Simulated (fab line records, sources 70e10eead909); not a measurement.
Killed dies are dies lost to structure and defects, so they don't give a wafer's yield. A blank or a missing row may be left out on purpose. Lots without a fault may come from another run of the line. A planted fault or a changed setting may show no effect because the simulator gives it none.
fab line records | flow nand_harc
record lots=14 wafers=42 last_day=33
route steps=1302 shown P_M1@295 P_M2@325
lots that met no fault: from a run of the same line without faults
start_h: hours from the record's first day to the start of the lot's first wafer shown | wait_h: hours since the lot's step before | " the same as in the row above | L1.1+2: a row that stands for several wafers | - no value, or no start given | * or withheld: withheld | < > ~ a bound
route shown NAME@n: a module of which the file shows steps, and the number in the route of the first | usual: mean/standard deviation of fault-free wafers | same: alike in all rows | chamber/n: place in a boat | sites: the reading at each site | _std_site: their standard deviation | _edge_site: outer sites' mean less inner sites' | radius_mm: how far each site lies from the wafer's centre | mask NAME#n: copy n | behind: the tool/chamber that last shaped the wafer | hold: why the lot was held/for how many hours/how that ended | device: the transistor (n, p or np) that didn't switch | end of line: the same wafers' tests at the end of the route | a step without rows: its recipe alone | killed: dies lost to structure and defects at the first sort, not the wafer's yield | map: a wafer's dies, x killed, . not, _ none there
set.NAME: the setting as run; set.NAME@STEP: as run at that earlier step | model.NAME: the simulator's own value behind a step, which no gauge read
steps of the route over a sample of lots; a table a step, a row a wafer
services: from which hour (start_h, from the record's first day; less than 0 if before it) a tool's chamber was out of use, for how many hours, and why
## steps
# step NHARC_P_M1_CD_MEAS_09
# recipe target_cd_nm=130 landing_energy_ev=500
# usual cd_nm=130.3/0.68
# columns lot.wafer tool chamber start_h wait_h cd_nm
L733.1 cd_sem-01 0 128.23 - 129.9
L733.2 " 0 " " 130.6
L733.5 " 0 " " 131.0
L734.2 cd_sem-02 0 128.43 - 130.1
L734.4 " 0 " " 130.7
L734.5 " 0 " " 130.4
L736.2 cd_sem-01 0 153.80 - 130.0
L736.3 " 0 " " 129.4
L736.5 " 0 " " 130.0
L737.1 cd_sem-01 0 163.51 - 130.3
L737.2 " 0 " " 130.8
L737.5 " 0 " " 130.7
L738.1 cd_sem-01 0 174.52 - 130.6
L738.3 " 0 " " 129.5
L738.4 " 0 " " 130.6
L739.3 cd_sem-03 0 186.56 - 130.9
L739.5 " 0 " " 130.3
L739.6 " 0 " " 130.3
L743.2 cd_sem-01 0 230.36 - 130.1
L743.4 " 0 " " 129.7
L743.6 " 0 " " 130.6
L748.1 cd_sem-03 0 273.93 - 129.7
L748.3 " 0 " " 129.8
L748.6 " 0 " " 129.9
L750.2 cd_sem-03 0 300.38 - 129.4
L750.3 " 0 " " 130.2
L750.6 " 0 " " 130.3
L751.1 cd_sem-01 0 300.41 - 130.0
L751.3 " 0 " " 130.5
L751.6 " 0 " " 130.4
L752.3 cd_sem-01 0 313.93 - 130.5
L752.4 " 0 " " 130.0
L752.5 " 0 " " 131.3
L753.1 cd_sem-02 0 326.48 - 129.3
L753.2 " 0 " " 128.2
L753.5 " 0 " " 129.8
L754.2 cd_sem-01 0 333.86 - 130.5
L754.3 " 0 " " 131.1
L754.5 " 0 " " 131.0
L756.3 cd_sem-02 0 363.04 - 130.8
L756.4 " 0 " " 131.1
L756.6 " 0 " " 131.1
# step NHARC_P_M1_DESCUM_14
# recipe time_s=3 o2_flow_sccm=200 ar_flow_sccm=0 bias_power_w=0 chemistry=O2
# usual chamber_pressure_mTorr=60.00/0.054 drypump_motor_current_A=5.7/0.32 o2_flow_sccm=199.9/0.55 oes_product_au=1.005/0.0095 rf_vpp_V=57.8/0.78 showerhead_plenum_p_Torr=1.92/0.078 throttle_valve_pct=11.310/0.0083
# same time_s=3
# columns lot.wafer tool chamber start_h wait_h chamber_pressure_mTorr drypump_motor_current_A o2_flow_sccm oes_product_au rf_hours_counter_h rf_vpp_V showerhead_plenum_p_Torr throttle_valve_pct
L733.1 rie_diel-05 2 128.43 0.1 59.97 5.8 200.6 1.000 5 55.8 1.81 11.310
L733.2 " 3 " " 60.06 5.5 199.4 1.022 4 57.7 1.87 11.294
L733.5 " 1 " " 59.98 5.9 200.4 1.006 - 56.7 1.86 11.313
L734.4 rie_diel-11 0 128.62 0.1 60.04 5.5 200.0 1.003 3 59.9 1.93 11.301
L734.2 " 2 " " 59.89 5.2 199.5 0.998 3 57.5 2.01 11.304
L734.5 " 1 " " 60.17 6.0 199.9 1.003 - 57.4 2.02 11.337
L736.2 rie_diel-05 0 153.99 0.1 60.07 5.5 200.1 1.014 6 57.8 1.88 11.318
L736.3 " 2 " " 59.94 5.8 199.2 1.009 6 57.5 1.81 11.305
L736.5 " 3 " " 60.06 5.4 201.6 1.011 - 58.3 1.87 11.316
L737.2 rie_diel-05 3 163.71 0.1 59.97 5.4 199.4 1.020 7 57.9 1.87 11.297
L737.1 " 0 " " 60.05 5.5 199.8 1.004 7 57.8 1.88 11.302
L737.5 " 3 " " 60.00 5.4 200.4 1.008 - 57.4 1.87 11.296
L738.4 rie_diel-05 2 174.71 0.1 60.04 5.9 200.4 1.006 8 56.8 1.81 11.315
L738.1 " 3 " " 60.11 5.4 200.0 1.025 8 56.2 1.86 11.295
L738.3 " 1 " " 59.87 6.0 199.3 0.994 7 58.0 1.86 11.311
L739.3 rie_diel-05 0 186.77 0.1 60.04 5.5 199.4 0.995 9 57.2 1.88 11.316
L739.6 " 1 " " 59.94 6.0 198.9 0.995 - 58.3 1.86 11.300
L739.5 " 2 " " 59.99 5.8 200.4 0.992 - 56.5 1.81 11.322
L743.4 rie_diel-11 2 230.55 0.1 60.00 5.2 200.6 0.999 13 57.3 2.00 11.314
L743.2 " 3 " " 59.97 6.0 199.5 1.018 13 58.6 2.02 11.296
L743.6 " 2 " " 60.00 5.2 199.8 1.011 - 57.6 2.01 11.318
L748.1 rie_diel-05 2 274.13 0.1 59.92 5.8 200.4 1.014 3 56.9 1.80 11.307
L748.3 " 0 " " 59.99 5.5 199.4 1.010 3 58.3 1.88 11.303
L748.6 " 2 " " 60.09 5.8 199.7 1.030 - 57.7 1.80 11.313
L750.2 rie_diel-11 3 300.57 0.1 60.03 6.0 199.4 0.995 4 57.3 2.01 11.313
L750.3 " 1 " " 60.05 6.0 198.7 0.994 4 58.7 2.01 11.325
L750.6 " 2 " " 59.99 5.2 199.2 1.013 - 58.5 2.00 11.310
L751.1 rie_diel-05 0 300.62 0.1 59.98 5.5 200.6 1.016 5 58.0 1.88 11.304
L751.3 " 3 " " 59.99 5.5 199.5 1.022 5 57.7 1.86 11.316
L751.6 " 1 " " 60.04 6.0 200.2 1.010 - 57.4 1.86 11.291
L752.3 rie_diel-05 3 314.12 0.1 59.95 5.5 199.7 1.037 6 57.1 1.86 11.308
L752.4 " 2 " " 59.97 5.8 200.0 1.003 - 57.9 1.80 11.298
L752.5 " 3 " " 59.99 5.5 199.7 1.017 - 59.6 1.86 11.304
L753.1 rie_diel-11 2 326.67 0.1 60.05 5.2 199.9 0.998 6 58.2 2.00 11.322
L753.2 " 1 " " 59.99 6.0 199.9 0.993 6 58.4 2.01 11.312
L753.5 " 2 " " 59.99 5.2 199.8 0.999 - 57.3 2.00 11.301
L754.3 rie_diel-05 0 334.05 0.1 59.97 5.5 199.0 1.018 8 57.2 1.87 11.310
L754.2 " 2 " " 60.04 5.8 200.6 1.009 8 56.6 1.80 11.317
L754.5 " 3 " " 60.02 5.4 200.1 1.016 - 56.6 1.86 11.312
L756.4 rie_diel-07 3 363.22 0.1 60.02 4.9 200.2 1.007 19 57.9 1.98 11.303
L756.3 " 1 " " 59.98 5.9 200.3 0.988 17 57.8 1.89 11.310
L756.6 " 3 " " 59.97 4.9 199.3 1.003 - 57.8 1.98 11.315
# step NHARC_P_M1_PRE_CLEAN_32
# recipe time_s=12 temp_c=370 rf_power_w=300 gas=NH3
# usual heater_power_w=616/83
# same time_s=12
# columns lot.wafer tool chamber start_h wait_h heater_power_w
L733.2 pecvd-03 1 131.08 0.1 704
L733.1 " 2 " " 515
L733.5 " 0 " " 579
L734.2 pecvd-03 0 131.42 0.2 636
L734.4 " 2 " " 568
L734.5 " 0 " " 625
L736.3 pecvd-01 1 156.64 0.1 624
L736.2 " 2 " " 480
L736.5 " 0 " " 635
L737.2 pecvd-01 1 166.49 0.1 570
L737.1 " 0 " " 597
L737.5 " 1 " " 577
L738.1 pecvd-03 2 177.51 0.1 510
L738.3 " 0 " " 631
L738.4 " 0 " " 640
L739.3 pecvd-01 1 189.41 0.1 648
L739.6 " 2 " " 549
L739.5 " 1 " " 652
L743.2 pecvd-04 1 233.19 0.1 676
L743.6 " 1 " " 648
L743.4 " 2 " " 603
L748.3 pecvd-03 1 276.76 0.1 799
L748.1 " 2 " " 483
L748.6 " 1 " " 785
L750.3 pecvd-03 1 303.28 0.1 788
L750.2 " 0 " " 603
L750.6 " 0 " " 615
L751.1 pecvd-01 0 303.39 0.1 641
L751.3 " 1 " " 630
L751.6 " 1 " " 628
L752.3 pecvd-04 1 316.90 0.1 641
L752.4 " 1 " " 651
L752.5 " 2 " " 599
L753.1 pecvd-01 0 329.62 0.3 631
L753.2 " 1 " " 702
L753.5 " 1 " " 676
L754.2 pecvd-01 0 336.81 0.1 665
L754.3 " 1 " " 698
L754.5 " 1 " " 684
L756.3 pecvd-04 0 365.87 0.1 560
L756.4 " 2 " " 617
L756.6 " 1 " " 696
# step NHARC_P_M2_EXPOSE_06
# recipe na=1.35 target_cd_nm=170 dose_mj=80.78 mask_id=P_M2
# usual exposure_dose_mJ_cm2=80.67/0.092 focus_offset_nm=0.0/0.53
# columns lot.wafer tool chamber start_h wait_h mask exposure_dose_mJ_cm2 focus_offset_nm
L733.1 arfi_scanner-02 0 132.23 - P_M2#0 80.80 -0.1
L733.2 " 0 " " P_M2#0 80.70 -0.9
L733.5 " 0 " " P_M2#0 80.67 -0.9
L734.2 arfi_scanner-02 0 132.44 - P_M2#0 80.77 0.5
L734.4 " 0 " " P_M2#0 80.74 0.1
L734.5 " 0 " " P_M2#0 80.70 0.2
L736.2 arfi_scanner-03 0 157.81 - P_M2#0 80.63 0.3
L736.3 " 0 " " P_M2#0 80.64 -0.1
L736.5 " 0 " " P_M2#0 80.64 0.4
L737.1 arfi_scanner-01 - 167.66 - P_M2#0 - -
L737.2 " - " " P_M2#0 - -
L737.5 " - " " P_M2#0 - -
L738.1 arfi_scanner-03 - 178.68 - P_M2#0 - -
L738.3 " - " " P_M2#0 - -
L738.4 " - " " P_M2#0 - -
L739.3 arfi_scanner-03 0 190.43 - P_M2#0 80.75 0.3
L739.5 " 0 " " P_M2#0 80.80 0.3
L739.6 " 0 " " P_M2#0 80.79 0.7
L743.2 arfi_scanner-03 0 234.24 - P_M2#0 80.72 -0.6
L743.4 " 0 " " P_M2#0 80.73 -0.1
L743.6 " 0 " " P_M2#0 80.73 0.0
L748.1 arfi_scanner-03 0 277.97 - P_M2#0 80.57 1.2
L748.3 " 0 " " P_M2#0 80.60 0.7
L748.6 " 0 " " P_M2#0 80.70 0.3
L750.2 arfi_scanner-03 0 304.47 - P_M2#0 80.66 -0.6
L750.3 " 0 " " P_M2#0 80.62 -0.9
L750.6 " 0 " " P_M2#0 80.68 -0.3
L751.1 arfi_scanner-01 0 304.62 - P_M2#0 80.59 -0.3
L751.3 " 0 " " P_M2#0 80.44 0.1
L751.6 " 0 " " P_M2#0 80.46 0.7
L752.3 arfi_scanner-01 0 317.93 - P_M2#0 80.58 -0.4
L752.4 " 0 " " P_M2#0 80.55 0.0
L752.5 " 0 " " P_M2#0 80.42 -0.2
L753.1 arfi_scanner-03 0 330.83 - P_M2#0 80.57 0.1
L753.2 " 0 " " P_M2#0 80.73 -0.2
L753.5 " 0 " " P_M2#0 80.72 0.4
L754.2 arfi_scanner-03 0 337.84 - P_M2#0 80.67 0.1
L754.3 " 0 " " P_M2#0 80.68 -0.5
L754.5 " 0 " " P_M2#0 80.70 -0.7
L756.3 arfi_scanner-01 0 367.05 - P_M2#0 80.71 -0.1
L756.4 " 0 " " P_M2#0 80.63 0.4
L756.6 " 0 " " P_M2#0 80.65 0.4
## services
# columns tool chamber start_h hours kind
rie_diel-05 1 105.59 5.0 repair
arfi_scanner-03 - 110.54 10.6 repair
rie_diel-11 3 111.33 5.3 repair
pecvd-01 - 130.00 13.0 pm
rie_diel-11 0 163.10 4.2 repair
rie_diel-11 2 170.81 4.5 repair
rie_diel-05 3 181.03 4.7 repair
arfi_scanner-03 - 182.88 0.5 repair
pecvd-03 - 185.18 13.0 pm
arfi_scanner-03 - 196.00 4.0 pm
pecvd-01 - 216.90 0.4 repair
arfi_scanner-01 - 226.47 11.8 repair
rie_diel-05 - 229.60 9.0 pm
arfi_scanner-01 - 252.02 4.0 pm
rie_diel-11 - 255.50 9.0 pm
arfi_scanner-03 - 289.33 1.4 repair
rie_diel-05 0 308.75 11.0 repair
pecvd-01 - 311.00 13.0 pm
rie_diel-05 1 322.31 14.9 repair
pecvd-03 2 327.96 6.3 repair
pecvd-03 1 339.70 24.6 repair
pecvd-01 0 354.38 8.9 repair
pecvd-03 0 355.18 8.6 repair
pecvd-03 - 366.40 13.0 pm
## key
first_sign step=NHARC_P_M2_EXPOSE_06 reading=tool_record direction=missing
effect none on later readings
met_at NHARC_P_M2_EXPOSE_06
struck_lots L737,L738
later_rows_left_out L737.1,L737.2,L737.5,L738.1,L738.3,L738.4
sort_left_out L737.1,L737.2,L737.5,L738.1,L738.3,L738.4
not_acting_at NHARC_P_M1_CD_MEAS_09,NHARC_P_M1_DESCUM_14,NHARC_P_M1_PRE_CLEAN_32
onset_between 157.81 167.66
fault kind=skipped_step_whole tool=arfi_scanner-01,arfi_scanner-03 chamber=- onset_h=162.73 steps=NHARC_P_M2_EXPOSE_06 scope=struck_lots_only
# sort_left_out: the simulated sort isn't trusted on such a fault, so these wafers' sort isn't shown, and their yield isn't known
# later_rows_left_out: the simulator's readings of these wafers behind a module that went badly wrong aren't trusted and aren't shown, but for the sort
